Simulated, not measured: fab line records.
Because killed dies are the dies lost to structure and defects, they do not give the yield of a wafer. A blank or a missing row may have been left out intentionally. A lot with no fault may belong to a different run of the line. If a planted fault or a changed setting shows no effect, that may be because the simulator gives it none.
fab line records | flow nand-harc
[record] lots = 13 wafers = 37 last-day = 33
route steps=1302 shown P_ZERO_WELL@46 P_GATE@122
lots that met no fault: from a run of the same line without faults
start-h: the number of hours between the record's first day and the start of the first shown wafer of the lot | wait-h: hours elapsed since this lot's preceding step | " as in the row above | L1.1+2: several wafers, shown together as one row | - either no value or no given start | * or withheld: withheld | < > ~ a bound
route shown NAME@n: a module of which the file shows steps, and the number in the route of the first | usual: mean/standard deviation of fault-free wafers | same: alike in all rows | chamber/n: place in a boat | sites: readings site by site | _std_site: their standard deviation | _edge_site: inner sites' mean taken away from outer sites' mean | radius-mm: how far each site lies from the wafer's centre | mask NAME#n: copy n | behind: tool/chamber where the wafer was last shaped | hold: what put the lot on hold/how long, in hours/how the hold closed | device: whichever transistor did not switch (one of n, p or np) | end of line: the same wafers' tests at the end of the route | a step without rows: its recipe alone | killed: dies lost to structure and defects at the first sort, not the wafer's yield | map: dies across one wafer; x = killed, . = not, _ = none there
set.NAME: the setting that was run; set.NAME@STEP: the one run at that earlier step | model.NAME: the simulator's own value behind a step, which no gauge read
the route's steps for a sample of lots (tables are steps, rows are wafers)
services: the hour from which a tool's chamber was out of use, counted from the record's first day as start-h (under 0 if before that day), plus the number of hours and why
[[steps]]
[step NHARC_P_ZERO_WELL_DESCUM_39]
[recipe] time-s = 3 o2-flow-sccm = 200 ar-flow-sccm = 0 bias-power-w = 0 chemistry = O2
[usual] drypump-motor-current-A = 5.7/0.35 oes-product-au = 1.006/0.012 rf-vpp-V = 57.8/0.91 showerhead-plenum-p-Torr = 1.93/0.094 throttle-valve-pct = 11.311/0.008
// columns lot.wafer tool chamber start-h wait-h drypump-motor-current-A oes-product-au rf-hours-counter-h rf-vpp-V showerhead-plenum-p-Torr throttle-valve-pct
L981.1 rie-diel-09 2 24.62 - 6.2 0.984 7 58.1 2.02 11.304
L981.3 " 0 " " 6.1 1.007 17 56.5 1.77 11.300
L981.6 " 3 " " 5.4 0.997 - 58.7 1.90 11.314
L983.3 rie-diel-13 2 44.39 - 5.2 0.985 15 57.5 2.02 11.308
L983.2 " 0 " " 5.6 1.019 19 56.0 1.95 11.312
L983.5 " 2 " " 5.2 0.988 - 58.5 2.02 11.310
L984.2 rie-diel-04 2 54.34 - 5.6 1.006 13 58.1 1.81 11.316
L984.1 " 3 " " 6.2 1.015 15 57.8 1.85 11.315
L984.3 " 0 " " 5.7 1.013 17 58.3 2.07 11.312
L985.4 rie-diel-09 3 65.50 - 5.4 1.019 27 57.0 1.90 11.311
L985.2 " 0 " " 6.0 0.991 32 57.7 1.77 11.312
L985.6 " 0 " " 6.0 0.999 - 56.9 1.77 11.309
L986.3 rie-diel-04 0 74.17 - 5.7 1.008 23 58.4 2.07 11.307
L986.6 " 1 " " 5.5 0.971 - 58.6 1.92 11.307
L986.5 " 2 " " 5.6 0.996 - 57.1 1.81 11.314
L991.6 rie-diel-04 1 124.33 - 5.4 0.991 - 55.8 1.92 11.307
L991.5 " 2 " " 5.6 1.009 - 56.9 1.81 11.318
L993.5 rie-diel-04 3 144.21 - 6.2 1.016 - 56.6 1.85 11.316
L993.6 " 0 " " 5.7 1.012 - 58.3 2.06 11.305
L998.3 rie-diel-13 2 194.29 - 5.2 1.016 9 57.8 2.00 11.307
L998.5 " 1 " " 5.9 1.014 - 60.9 1.82 11.305
L998.6 " 2 " " 5.2 0.998 - 58.6 2.00 11.302
L999.3 rie-diel-09 2 204.33 - 6.2 1.001 18 59.1 2.00 11.300
L999.6 " 3 " " 5.3 1.019 - 57.6 1.88 11.315
L999.5 " 0 " " 6.0 0.991 - 59.1 2.07 11.300
L100.1 rie-diel-09 2 215.29 - 6.2 1.006 27 57.0 2.00 11.317
L100.3 " 3 " " 5.3 1.020 25 57.1 1.88 11.306
L100.6 " 3 " " 5.3 1.006 - 58.8 1.88 11.307
L101.4 rie-diel-13 2 224.38 - 5.2 1.012 18 58.4 2.00 11.303
L101.2 " 3 " " 5.2 1.000 15 58.2 2.05 11.312
L101.6 " 3 " " 5.2 1.001 - 58.4 2.05 11.307
L102.2 rie-diel-09 2 234.41 - 6.2 0.999 36 56.6 2.00 11.320
L102.3 " 3 " " 5.4 1.022 34 57.0 1.88 11.320
L102.5 " 3 " " 5.4 1.020 - 57.6 1.88 11.330
L103.1 rie-diel-13 2 244.41 - 5.2 1.017 23 57.6 2.00 11.319
L103.2 " 3 " " 5.2 0.997 21 56.5 2.05 11.302
L103.3 " 1 " " 5.8 1.002 23 57.1 1.82 11.299
[step NHARC_P_GATE_CD_MEAS_11]
[recipe] target-cd-nm = 1640 landing-energy-ev = 500
[usual] cd-nm = 1640.8/2.9
// columns lot.wafer tool chamber start-h wait-h cd-nm
L981.1 cd-sem-02 0 85.74 - 1637.4
L981.3 " 0 " " 1642.5
L981.6 " 0 " " 1638.5
L984.1 cd-sem-01 0 106.22 - 1645.3
L984.2 " 0 " " 1642.3
L984.3 " 0 " " 1647.8
L983.2 cd-sem-03 0 106.39 - 1639.5
L983.3 " 0 " " 1640.3
L983.5 " 0 " " 1639.5
L986.3 cd-sem-01 0 127.27 - 1640.0
L986.5 " 0 " " 1641.8
L986.6 " 0 " " 1641.5
L985.2 cd-sem-02 0 127.32 - 1642.9
L985.4 " 0 " " 1635.2
L985.6 " 0 " " 1640.1
L991.5 cd-sem-02 0 179.18 - 1642.7
L991.6 " 0 " " 1646.0
L993.5 cd-sem-02 0 200.40 - 1637.2
L993.6 " 0 " " 1645.3
L998.3 cd-sem-01 0 251.96 - 1638.8
L998.5 " 0 " " 1636.7
L998.6 " 0 " " 1639.5
L999.3 cd-sem-02 0 259.58 - 1639.3
L999.5 " 0 " " 1637.7
L999.6 " 0 " " 1638.7
L100.1 cd-sem-02 0 273.52 - 1635.4
L100.3 " 0 " " 1637.5
L100.6 " 0 " " 1642.1
L101.2 cd-sem-03 0 278.97 - 1637.3
L101.4 " 0 " " 1641.5
L101.6 " 0 " " 1638.5
L102.2 cd-sem-02 0 295.78 - 1643.6
L102.3 " 0 " " 1640.9
L102.5 " 0 " " 1640.5
L103.1 cd-sem-02 0 300.79 - 1636.1
L103.2 " 0 " " 1638.6
L103.3 " 0 " " 1641.4
[step NHARC_P_GATE_SOFTBAKE_21]
[recipe] temp-c = 105 time-s = 55
[usual] heater-power-total-W = 188.46/0.14
// columns lot.wafer tool chamber start-h wait-h heater-power-total-W
L981.1 litho-track-01 0 102 - 188.48
L981.3 " 0 " " 188.32
L981.6 " 0 " " 188.51
L983.2 litho-track-04 0 123 - 188.47
L983.3 " 0 " " 188.39
L983.5 " 0 " " 188.36
L984.1 litho-track-04 0 124 - 188.41
L984.2 " 0 " " 188.43
L984.3 " 0 " " 188.36
L986.3 litho-track-04 0 145 - 188.37
L986.5 " 0 " " 188.31
L986.6 " 0 " " 188.72
L985.2 litho-track-01 0 146 - 188.33
L985.4 " 0 " " 188.82
L985.6 " 0 " " 188.68
L991.5 litho-track-04 0 197 - 323.15
L991.6 " 0 " " 188.68
L993.5 litho-track-04 0 213 - 322.96
L993.6 " 0 " " 188.55
L998.3 litho-track-06 0 265 - 188.36
L998.5 " 0 " " 188.63
L998.6 " 0 " " 188.27
L999.3 litho-track-04 0 273 - 188.44
L999.5 " 0 " " 188.43
L999.6 " 0 " " 188.35
L100.1 litho-track-04 0 287 - 188.44
L100.3 " 0 " " 188.45
L100.6 " 0 " " 188.35
L101.2 litho-track-04 0 292 - 188.54
L101.4 " 0 " " 188.38
L101.6 " 0 " " 188.59
L102.2 litho-track-06 0 316 - 188.48
L102.3 " 0 " " 188.48
L102.5 " 0 " " 188.42
L103.1 litho-track-04 0 319 - 188.45
L103.2 " 0 " " 188.69
L103.3 " 0 " " 188.37
[step NHARC_P_GATE_ETCH_114]
[recipe] target-depth-a = 300 overetch-a = 30 time-s = 16.5 ion-energy-ev = 100 cf4-flow-sccm = 80 o2-flow-sccm = 20 ar-flow-sccm = 0 rf-w = 300 bias-w = 100 chemistry = CF4/O2
[usual] drypump-motor-current-A = 5.7/0.42 oes_f_703_au = 1.000/0.0043 oes-product-au = 1.004/0.016 rf-vpp-V = 198.3/1.3 showerhead-plenum-p-Torr = 1.35/0.05 throttle-valve-pct = 13.396/0.0094
// columns lot.wafer tool chamber start-h wait-h drypump-motor-current-A oes_f_703_au oes-product-au rf-hours-counter-h rf-vpp-V showerhead-plenum-p-Torr throttle-valve-pct
L981.3 rie-diel-01 1 - - 6.4 1.008 1.022 4.8 199.4 1.37 13.369
L981.1 " 2 " " 5.5 1.007 1.013 5.7 198.5 1.35 13.393
L981.6 " 1 " " 6.3 1.000 1.014 - 198.8 1.37 13.410
L983.2 rie-diel-08 3 - - 5.4 0.994 1.013 6.1 199.9 1.42 13.402
L983.3 " 1 " " 6.3 0.996 0.989 5.4 199.0 1.35 13.395
L983.5 " 2 " " 5.2 1.003 1.007 - 198.6 1.35 13.383
L984.2 rie-diel-01 1 - - 6.3 0.992 1.014 5.9 198.1 1.37 13.393
L984.1 " 3 " " 5.8 1.002 1.025 7.4 198.9 1.37 13.408
L984.3 " 0 " " 5.8 0.997 1.006 5.7 199.2 1.42 13.382
L986.3 rie-diel-08 2 - - 5.2 1.000 1.008 4.3 198.2 1.35 13.405
L986.5 " 0 " " 5.1 1.002 0.999 - 198.2 1.37 13.404
L986.6 " 1 " " 6.3 1.000 0.991 - 197.3 1.35 13.398
L985.2 rie-diel-02 3 - - 5.9 0.996 1.011 4.0 196.1 1.25 13.391
L985.4 " 0 " " 5.7 0.997 0.993 4.3 197.0 1.27 13.403
L985.6 " 2 " " 5.6 0.997 0.996 - 199.1 1.40 13.403
L991.5 rie-diel-02 1 - - 5.3 0.998 1.001 - 196.6 1.26 13.394
L991.6 " 2 " " 5.7 0.992 0.991 - 201.0 1.40 13.402
L993.6 rie-diel-08 0 - - 5.1 0.995 0.982 - 197.4 1.37 13.405
L993.5 " 1 " " 6.3 1.001 0.993 - 198.5 1.35 13.389
L998.3 rie-diel-02 1 - - 5.3 0.996 0.994 0.9 196.3 1.26 13.408
L998.5 " 2 " " 5.6 0.996 0.994 - 198.3 1.39 13.397
L998.6 " 3 " " 5.9 0.995 0.993 - 198.2 1.24 13.405
L999.3 rie-diel-01 3 - - 5.7 1.001 1.009 4.7 198.7 1.37 13.392
L999.5 " 2 " " 5.5 1.000 0.977 - 197.9 1.34 13.400
L999.6 " 3 " " 5.7 1.005 0.999 - 199.0 1.37 13.403
L100.3 rie-diel-02 2 - - 5.6 1.005 0.995 1.7 200.5 1.39 13.388
L100.1 " 3 " " 5.9 0.998 0.990 1.8 198.3 1.24 13.405
L100.6 " 2 " " 5.6 0.999 0.997 - 198.5 1.39 13.411
L101.2 rie-diel-01 1 - - 6.4 0.998 1.010 4.6 197.1 1.37 13.392
L101.4 " 2 " " 5.5 1.002 0.985 5.8 198.2 1.34 13.404
L101.6 " 0 " " 5.8 0.992 1.002 - 201.0 1.42 13.384
L102.3 rie-diel-08 1 - - 6.3 0.994 1.008 7.9 199.1 1.35 13.389
L102.2 " 2 " " 5.2 0.994 1.046 7.4 198.2 1.35 13.395
L102.5 " 1 " " 6.3 0.997 1.014 - 196.8 1.35 13.393
L103.3 rie-diel-08 1 - - 6.3 1.002 1.011 7.9 197.3 1.35 13.392
L103.1 " 2 " " 5.2 0.995 1.043 7.5 198.4 1.35 13.392
L103.2 " 0 " " 5.1 0.995 0.983 8.1 199.3 1.37 13.408
[[services]]
// columns tool chamber start-h hours kind
rie-diel-08 - 13.80 9.0 pm
rie-diel-01 2 16.34 9.5 repair
rie-diel-13 3 16.38 2.6 repair
rie-diel-01 - 26.80 9.0 pm
litho-track-04 - 28.00 7.0 pm
rie-diel-09 3 44.12 10.3 repair
rie-diel-01 1 67.03 3.8 repair
rie-diel-08 - 96.19 0.5 repair
rie-diel-08 1 96.99 2.0 repair
rie-diel-09 1 99.79 8.2 repair
rie-diel-01 0 105.69 6.6 repair
rie-diel-09 - 143.10 9.0 pm
rie-diel-08 0 157.91 15.1 repair
rie-diel-13 - 165.16 9.0 pm
rie-diel-09 0 171.32 3.0 repair
rie-diel-08 - 190.80 9.0 pm
rie-diel-01 3 195.96 11.3 repair
litho-track-04 - 203.00 7.0 pm
rie-diel-01 - 203.80 9.0 pm
rie-diel-08 3 206.85 5.4 repair
rie-diel-01 1 241.82 21.5 repair
rie-diel-09 2 261.33 4.3 repair
rie-diel-08 2 299.18 7.5 repair
rie-diel-09 - 318.44 0.7 repair
[[key]]
[first-sign] step = NHARC_P_GATE_SOFTBAKE_21 reading = heater-power-total-W direction = up sigmas = 99+ usual = * struck = *
effect none on later readings
met-at NHARC_P_GATE_SOFTBAKE_21
struck-lots L991,L993
struck-wafers L991.5,L993.5
tester-left-out L991,L993
not-acting-at NHARC_P_ZERO_WELL_DESCUM_39,NHARC_P_GATE_CD_MEAS_11,NHARC_P_GATE_ETCH_114
onset-between 145 197
[fault] kind = process-parameter-drift tool = litho-track-04 chamber = - onset-h = 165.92 steps = NHARC_P_GATE_SOFTBAKE_21 channel = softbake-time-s offset = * shape = step end-h = 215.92 scope = struck-wafers-only acts-in = * stated = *
// tester-left-out: of these lots the tester's yield and bins aren't shown, on N5 and GAA mostly nor the transistor test; their killed dies are dies lost to structure and defects alone, not to doping, threshold or leakage, so they don't give the yield
